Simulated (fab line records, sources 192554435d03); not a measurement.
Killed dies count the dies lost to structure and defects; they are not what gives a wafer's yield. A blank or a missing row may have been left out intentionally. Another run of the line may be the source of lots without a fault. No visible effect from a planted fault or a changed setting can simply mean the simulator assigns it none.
Matching of chambers / flow n5 finfet / ald sin-02 running N5_DUMMY_GATE_ALD_02: 4 sister chambers
The step deposits SiO2, target thk 2 nm, pulse time 1 s. 20 wafers are shown with their chamber, then 10 later ones without.

## WAFERS PAIRED WITH THEIR CHAMBERS
wafer=L075.3; chamber=3; heater power w (W)=387; susceptor temp C (C)=300.01; precursor pulse height rel=0.984
wafer=L075.4; chamber=0; heater power w (W)=446; susceptor temp C (C)=299.86; precursor pulse height rel=1.018
wafer=L075.6; chamber=2; heater power w (W)=425; susceptor temp C (C)=299.70; precursor pulse height rel=1.019
wafer=L079.1; chamber=1; heater power w (W)=519; susceptor temp C (C)=299.96; precursor pulse height rel=0.979
wafer=L079.2; chamber=0; heater power w (W)=441; susceptor temp C (C)=299.96; precursor pulse height rel=0.993
wafer=L079.6; chamber=1; heater power w (W)=525; susceptor temp C (C)=300.20; precursor pulse height rel=0.973
wafer=L082.1; chamber=2; heater power w (W)=416; susceptor temp C (C)=299.87; precursor pulse height rel=0.978
wafer=L082.2; chamber=0; heater power w (W)=431; susceptor temp C (C)=299.70; precursor pulse height rel=1.000
wafer=L082.6; chamber=1; heater power w (W)=509; susceptor temp C (C)=299.94; precursor pulse height rel=1.016
wafer=L083.1; chamber=3; heater power w (W)=396; susceptor temp C (C)=300.16; precursor pulse height rel=0.995
wafer=L083.2; chamber=1; heater power w (W)=508; susceptor temp C (C)=299.93; precursor pulse height rel=0.988
wafer=L083.5; chamber=0; heater power w (W)=430; susceptor temp C (C)=299.63; precursor pulse height rel=0.972
wafer=L084.2; chamber=2; heater power w (W)=420; susceptor temp C (C)=300.12; precursor pulse height rel=0.988
wafer=L084.4; chamber=1; heater power w (W)=531; susceptor temp C (C)=299.68; precursor pulse height rel=0.989
wafer=L084.5; chamber=1; heater power w (W)=528; susceptor temp C (C)=299.77; precursor pulse height rel=1.029
wafer=L087.1; chamber=0; heater power w (W)=441; susceptor temp C (C)=299.96; precursor pulse height rel=0.987
wafer=L087.4; chamber=2; heater power w (W)=423; susceptor temp C (C)=299.58; precursor pulse height rel=1.000
wafer=L087.5; chamber=2; heater power w (W)=422; susceptor temp C (C)=299.59; precursor pulse height rel=1.024
wafer=L089.3; chamber=0; heater power w (W)=442; susceptor temp C (C)=299.85; precursor pulse height rel=0.971
wafer=L089.4; chamber=1; heater power w (W)=522; susceptor temp C (C)=299.77; precursor pulse height rel=1.012

SIGNATURES (averages over the wafers above)
reading=heater power w; chamber 0=438.50; chamber 1=520.29; chamber 2=421.20; chamber 3=391.50; scatter within a chamber=6.97
reading=susceptor temp C; chamber 0=299.8267; chamber 1=299.8929; chamber 2=299.7720; chamber 3=300.0850; scatter within a chamber=0.174
reading=precursor pulse height rel; chamber 0=0.99017; chamber 1=0.99800; chamber 2=1.00180; chamber 3=0.98950; scatter within a chamber=0.0191
Rule: distance of a wafer from a chamber = root of the sum over the readings of ((wafer's reading minus chamber's mean) / reading's scatter) squared. If the next closest chamber is less than 2 further off than the closest, the wafer can't be placed; otherwise it belongs to the closest. How the scatter is found: for the shown wafers, subtract from each reading the mean of its chamber, square and add these, divide the total by (wafers less chambers), then take the root.

## WAFERS MISSING THEIR CHAMBER
wafer=L089.6; heater power w (W)=396; susceptor temp C (C)=300.16; precursor pulse height rel=1.028
wafer=L093.1; heater power w (W)=414; susceptor temp C (C)=300.15; precursor pulse height rel=1.002
wafer=L093.5; heater power w (W)=445; susceptor temp C (C)=299.80; precursor pulse height rel=1.015
wafer=L093.6; heater power w (W)=522; susceptor temp C (C)=300.15; precursor pulse height rel=1.007
wafer=L095.1; heater power w (W)=425; susceptor temp C (C)=299.82; precursor pulse height rel=1.016
wafer=L095.3; heater power w (W)=526; susceptor temp C (C)=299.62; precursor pulse height rel=0.973
wafer=L095.5; heater power w (W)=440; susceptor temp C (C)=299.86; precursor pulse height rel=0.995
wafer=L097.2; heater power w (W)=529; susceptor temp C (C)=299.80; precursor pulse height rel=1.001
wafer=L097.3; heater power w (W)=443; susceptor temp C (C)=299.97; precursor pulse height rel=1.008
wafer=L097.4; heater power w (W)=430; susceptor temp C (C)=299.98; precursor pulse height rel=1.025

## CHAMBER TAKEN BY EACH
wafer=L089.6; from the rows above=3; in truth=3
wafer=L093.1; from the rows above=can't be placed: 2 or 3 or 0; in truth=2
wafer=L093.5; from the rows above=can't be placed: 0 or 2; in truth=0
wafer=L093.6; from the rows above=1; in truth=1
wafer=L095.1; from the rows above=can't be placed: 2 or 0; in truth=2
wafer=L095.3; from the rows above=1; in truth=1
wafer=L095.5; from the rows above=0; in truth=0
wafer=L097.2; from the rows above=1; in truth=1
wafer=L097.3; from the rows above=can't be placed: 0 or 2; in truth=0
wafer=L097.4; from the rows above=can't be placed: 2 or 0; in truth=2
Correct placement for 5 of the 10. From these rows, 5 cannot be placed; in 5 the true chamber is one of the candidates. Number placed wrongly: 0.
